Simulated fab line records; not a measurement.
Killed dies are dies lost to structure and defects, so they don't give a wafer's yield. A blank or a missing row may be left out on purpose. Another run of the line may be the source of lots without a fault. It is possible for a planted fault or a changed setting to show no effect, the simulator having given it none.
Matching of chambers    flow n5_finfet    N5_BEOL_M11_ILD_DEP_00 on pecvd-01: 3 sister chambers
The step deposits SiCOH lowk from DEMS/porogen, target thk 308.51 nm, time 58 s. 3 wafers are shown with their chamber, then 7 later ones without.

== WAFERS PAIRED WITH THEIR CHAMBERS ==
wafer   chamber  throttle_valve_pct (%)
L287.1  2        13.3
L292.1  1        14.4
L292.5  0        14.5

== WAFERS WHOSE CHAMBER IS MISSING ==
wafer   throttle_valve_pct (%)
L292.6  14.2
L290.2  13.2
L290.3  13.9
L290.6  14.3
L301.2  14.3
L301.4  14.3
L301.5  13.3

== THE CHAMBER EACH PASSED THROUGH ==
wafer   from the rows above           in truth
L292.6  can't be placed: 1 or 0       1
L290.2  2                             2
L290.3  can't be placed: 1 or 0 or 2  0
L290.6  can't be placed: 1 or 0       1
L301.2  can't be placed: 1 or 0       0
L301.4  can't be placed: 1 or 0       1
L301.5  2                             2
Correctly placed: 2 of 7. Not placeable from these rows: 5 (in 5, the candidates include the true chamber). 0 placed wrongly.
How it was worked out, from the rows above alone: a wafer's distance from a chamber is the root of the sum, over the readings, of the square of ((its reading less the chamber's mean) divided by the reading's scatter). The wafer belongs to the nearest chamber; if the next one is less than 2 further off, it can't be placed. Each chamber's mean is taken over the wafers shown for it. The scatter (one wafer shown for each chamber): square how far every hidden wafer sits from the nearest shown wafer, average those squares and take the square root.
